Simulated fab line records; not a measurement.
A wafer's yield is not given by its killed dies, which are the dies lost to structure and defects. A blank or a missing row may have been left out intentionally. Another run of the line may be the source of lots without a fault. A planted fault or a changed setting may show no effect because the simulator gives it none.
Which tool was responsible? -- flow nand-harc -- 13 lots, 39 wafers sampled, at 5 steps of a route of 1159

WHAT THE GAUGES READ, wafer by wafer
NHARC_END_SORT_01. Usual: killed-at-array 26, standard deviation 9.9; killed-at-other 0.8, standard deviation 1; killed-at-periphery 2.8, standard deviation 2.2; killed-dies 29, standard deviation 9.9; killed-open 3.2, standard deviation 1.8; killed-short 2.1, standard deviation 1.4.
lot,measured,on,killed-at-array,killed-at-other,killed-at-periphery,killed-dies,killed-open,killed-short,flag
L996,day 20 05:53,prober-02,33 32 31,0 0 0,3 3 6,36 35 37,7 5 4,4 2 2,
L999,day 20 16:10,prober-01,19 20 22,1 4 1,5 0 0,25 24 23,4 1 0,3 1 1,
L103,day 21 11:05,prober-01,93 100 83,0 1 1,2 2 4,95 103 88,3 3 2,2 0 4,OFF
L105,day 22 01:08,prober-01,61 84 77,1 0 0,1 1 2,63 85 79,3 1 1,2 2 0,OFF
L107,day 22 13:28,prober-02,26 26 23,0 1 1,7 8 5,33 35 29,4 8 4,2 1 1,
L115,day 24 15:25,prober-01,41 49 44,0 1 0,3 0 2,44 50 46,5 3 0,2 3 3,

TOOL THAT RAN EACH LOT (tool first, then ch and the chambers of the sampled wafers, then the start)
lot,NHARC_A_STAIRCASE_ETCH_453,NHARC_THIN_TSV_ETCH_15,NHARC_THIN_TSV_ANNEAL_52,NHARC_THIN_TSV_PRE_CLEAN_54
L995,"rie-diel-08 ch 0,1,2, day 11 22:47","rie-si-03 ch 1,2,3, day 18 18:05","rtp-anneal-01 ch 0, day 18 21:32","pvd-sputter-03, day 18 22:28"
L996,"rie-diel-07 ch 2,3, day 12 13:18","rie-si-03 ch 0,1,3, day 19 08:10","rtp-anneal-02 ch 0, day 19 15:02","pvd-sputter-01, day 19 15:45"
L997,"rie-diel-08 ch 0,1,3, day 12 17:43","rie-si-05 ch 0,1,2, day 20 02:27","rtp-anneal-01 ch 0, day 20 06:07","pvd-sputter-02, day 20 07:02"
L101,"rie-diel-07 ch 0,1,2, day 12 22:20","rie-si-03 ch 2,3, day 20 09:35","rtp-anneal-02 ch 0, day 20 12:47","pvd-sputter-03, day 20 13:41"
L999,"rie-diel-07 ch 0,1, day 13 01:56","rie-si-03 ch 1,2, day 20 01:20","rtp-anneal-01 ch 0, day 20 04:38","pvd-sputter-01, day 20 05:29"
L103,"rie-diel-07 ch 0,3, day 14 02:36","rie-si-03 ch 1,2,3, day 20 20:19","rtp-anneal-02 ch 0, day 20 23:38","pvd-sputter-02, day 21 00:29"
L105,"rie-diel-07 ch 0,1,2, day 14 08:52","rie-si-02 ch 0,2, day 21 11:35","rtp-anneal-01 ch 0, day 21 14:52","pvd-sputter-01, day 21 15:43"
L107,"rie-diel-08 ch 0,1,3, day 14 21:13","rie-si-05 ch 0,1,3, day 21 23:08","rtp-anneal-01 ch 0, day 22 02:37","pvd-sputter-01, day 22 03:30"
L108,"rie-diel-08 ch 2,3, day 14 22:01","rie-si-03 ch 1,3, day 22 00:07","rtp-anneal-02 ch 0, day 22 03:32","pvd-sputter-01, day 22 04:22"
L111,"rie-diel-02 ch 1,3, day 15 13:17","rie-si-05 ch 0,1,2, day 22 05:37","rtp-anneal-02 ch 0, day 22 08:47","pvd-sputter-01, day 22 09:41"
L110,"rie-diel-08 ch 0,1,2, day 15 15:38","rie-si-02 ch 2,3, day 22 06:45","rtp-anneal-02 ch 0, day 22 09:56","pvd-sputter-02, day 22 10:46"
L113,"rie-diel-02 ch 0,2, day 16 03:21","rie-si-02 ch 0,1, day 22 23:52","rtp-anneal-02 ch 0, day 23 03:00","pvd-sputter-03, day 23 03:53"
L115,"rie-diel-02 ch 0,2,3, day 16 19:55","rie-si-02 ch 0,1,2, day 24 00:53","rtp-anneal-02 ch 0, day 24 04:10","pvd-sputter-01, day 24 04:57"
- NHARC_A_STAIRCASE_ETCH_453: etches the open film in CF4/O2, target depth 30 nm, overetch 3 nm, time 16.5 s.
- NHARC_THIN_TSV_ETCH_15: target depth 3000 nm, bosch target overetch cycles 2, bosch etch step 2.8 s.
- NHARC_THIN_TSV_ANNEAL_52: time 90 s.
- NHARC_THIN_TSV_PRE_CLEAN_54: time 30 s.

AS READ BY THE TOOLS THEMSELVES (means over the sampled wafers that have a number; for cases with no such wafer, the mark the record gives instead)
NHARC_A_STAIRCASE_ETCH_453. Usual: cf4-flow-sccm is 79.99 sccm with standard deviation 0.22, drypump-motor-current-A is 5.5 A with standard deviation 0.6, oes_o_777_au is 1.000 a.u. with standard deviation 0.0046, oes-product-au is 0.998 a.u. with standard deviation 0.0081, rf-vpp-V is 198.3 V with standard deviation 1.5, showerhead-plenum-p-Torr is 1.35 Torr with standard deviation 0.065, and throttle-valve-pct is 13.397 % with standard deviation 0.008.
lot,tool,cf4-flow-sccm (sccm),drypump-motor-current-A (A),oes_o_777_au (a.u.),oes-product-au (a.u.),rf-vpp-V (V),showerhead-plenum-p-Torr (Torr),throttle-valve-pct (%),flag
L995,rie-diel-08,79.98,6.2,1.006,1.004,198.1,1.33,13.400,
L996,rie-diel-07,80.09,5.5,1.002,0.996,197.7,1.28,13.396,
L997,rie-diel-08,79.86,6.2,0.999,1.000,198.8,1.37,13.401,
L101,rie-diel-07,80.14,4.9,0.999,0.996,198.7,1.38,13.388,
L999,rie-diel-07,79.91,4.8,0.995,0.991,198.4,1.38,13.398,
L103,rie-diel-07,80.04,5.4,1.005,0.996,197.9,1.31,13.397,
L105,rie-diel-07,80.11,4.8,1.003,0.995,199.0,1.38,13.393,
L107,rie-diel-08,80.03,6.3,0.999,1.003,198.2,1.37,13.398,
L108,rie-diel-08,79.79,6.3,0.998,1.006,195.9,1.29,13.393,
L111,rie-diel-02,79.67,5.3,1.002,0.999,199.6,1.42,13.397,
L110,rie-diel-08,80.02,6.3,1.001,1.008,196.6,1.33,13.403,
L113,rie-diel-02,80.04,6.1,1.000,0.994,199.6,1.38,13.398,
L115,rie-diel-02,80.21,5.8,1.000,0.994,198.8,1.40,13.403,

NHARC_THIN_TSV_ETCH_15. Usual: drypump-motor-current-A at 5.5 A, with a standard deviation of 0.42.
lot,tool,drypump-motor-current-A (A),flag
L995,rie-si-03,5.5,
L996,rie-si-03,5.6,
L997,rie-si-05,5.3,
L101,rie-si-03,5.2,
L999,rie-si-03,5.7,
L103,rie-si-03,5.5,
L105,rie-si-02,5.9,
L107,rie-si-05,5.4,
L108,rie-si-03,5.4,
L111,rie-si-05,5.2,
L110,rie-si-02,6.3,
L113,rie-si-02,5.2,
L115,rie-si-02,5.6,

NHARC_THIN_TSV_ANNEAL_52. Usual: wafer_temp_C_max at 226.1, with a standard deviation of 0.4.
lot,tool,wafer_temp_C_max,flag
L995,rtp-anneal-01,225.9,
L996,rtp-anneal-02,226.3,
L997,rtp-anneal-01,225.6,
L101,rtp-anneal-02,226.1,
L999,rtp-anneal-01,225.7,
L103,rtp-anneal-02,226.3,
L105,rtp-anneal-01,225.8,
L107,rtp-anneal-01,225.9,
L108,rtp-anneal-02,226.3,
L111,rtp-anneal-02,226.5,
L110,rtp-anneal-02,226.4,
L113,rtp-anneal-02,226.4,
L115,rtp-anneal-02,226.4,

NHARC_THIN_TSV_PRE_CLEAN_54. Usual: heater-power-w at 413 W, with a standard deviation of 46.
lot,tool,heater-power-w (W),flag
L995,pvd-sputter-03,435,
L996,pvd-sputter-01,456,
L997,pvd-sputter-02,431,
L101,pvd-sputter-03,459,
L999,pvd-sputter-01,373,
L103,pvd-sputter-02,390,
L105,pvd-sputter-01,387,
L107,pvd-sputter-01,412,
L108,pvd-sputter-01,406,
L111,pvd-sputter-01,404,
L110,pvd-sputter-02,420,
L113,pvd-sputter-03,371,
L115,pvd-sputter-01,454,

THE ANSWER, worked out from the rows above alone
Rule: a lot is off if the mean of its wafers that have a number lies more than 3 standard deviations from the usual mean. Also off: a lot with no number at a reading for which 4 or more lots have one. The other lots that the step has rows for count as sound. First the gauges in route order, then the tools' own readings, where a lot's mean is used as printed above. At the first step where some lot is off, the reading lying furthest off is the one used; lots without a number count as furthest.
Off, at NHARC_END_SORT_01 on killed-dies: L103, L105. Neither off nor sound, because the step has no rows for them: L995, L997, L101, L108, L111, L110, L113.
A tool fits if, at a process step before that reading, it ran every lot that is off, and no sound lot after the first of them. Gauges at NHARC_END_SORT_01: tried the same way as those tools. One candidate fits, namely rie-diel-07 at NHARC_A_STAIRCASE_ETCH_453. Its last sound lot is L999 (day 13 01:56), its first lot that is off L103 (day 14 02:36): a fault that began between those two fits.

WHAT THE SIMULATOR PUT IN
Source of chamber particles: rie-diel-07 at NHARC_A_STAIRCASE_ETCH_453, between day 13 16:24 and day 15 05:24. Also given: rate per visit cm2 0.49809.
Shown lots that were struck: L103, L105. Same finding as the rule above.
